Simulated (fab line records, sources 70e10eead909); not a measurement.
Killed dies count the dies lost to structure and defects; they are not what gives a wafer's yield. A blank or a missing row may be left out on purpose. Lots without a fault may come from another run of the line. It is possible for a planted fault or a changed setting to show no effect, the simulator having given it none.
What tool caused it? ; flow nand-harc ; 6 lots, 18 wafers sampled, at 3 steps of a route of 1159

WHAT THE GAUGES SHOWED, per wafer
NHARC_P_GATE_CD_MEAS_46: target cd 720 nm.
lot;measured;on;cd-nm (nm)
L648;day 5 13:28;cd-sem-02;721.3 722.0 721.8
L651;day 6 01:49;cd-sem-01;719.1 718.8 719.0
L654;day 6 20:06;cd-sem-03;722.9 719.7 721.9
L659;day 8 12:41;cd-sem-02;723.6 722.6 722.3
L669;day 10 18:46;cd-sem-02;719.5 719.3 717.8
L670;day 10 23:43;cd-sem-03;720.0 717.7 722.7

TOOL THAT RAN EACH LOT (tool first, then ch and the chambers of the sampled wafers, then the start)
lot;NHARC_P_GATE_ETCH_104;NHARC_P_GATE_EXPOSE_43
L648;rie-diel-01 ch 1,2,3, day 4 23:30;krf-scanner-02 ch 0, day 5 13:19
L651;rie-diel-07 ch 1,2,3, day 5 07:59;krf-scanner-01 ch 0, day 6 01:39
L654;rie-diel-07 ch 1,2,3, day 6 06:25;krf-scanner-01 ch 0, day 6 19:56
L659;rie-diel-07 ch 0,2,3, day 8 00:49;krf-scanner-01 ch 0, day 8 12:32
L669;rie-diel-13 ch 0,1, day 10 04:38;krf-scanner-03 ch 0, day 10 18:37
L670;rie-diel-13 ch 0,1,2, day 10 11:56;krf-scanner-01 ch 0, day 10 23:34
- NHARC_P_GATE_ETCH_104: etches the open film in CF4/CHF3, target depth 60 nm.
- NHARC_P_GATE_EXPOSE_43: exposes mask P NSD, target cd 720 nm.

THE ANSWER, worked out from the rows above alone
Rule: the usual values come from the lots themselves. Put in order of their means at a reading, lots are off if they are a third of the lots or fewer, leave a main group of 4 or more, and stand apart from it by a gap of 3 or more times the standard deviation of the main group's means; of several such gaps the widest counts. The tables above print the reading to a certain number of digits; a main group whose means all agree to those digits is not used. A lot without any number at a reading at which 4 lots or more have one is off too. All remaining lots with rows at the step are treated as sound.
None of the lots is off at any reading shown; this tells nothing.

WHAT HAD BEEN PUT IN BY THE SIMULATOR
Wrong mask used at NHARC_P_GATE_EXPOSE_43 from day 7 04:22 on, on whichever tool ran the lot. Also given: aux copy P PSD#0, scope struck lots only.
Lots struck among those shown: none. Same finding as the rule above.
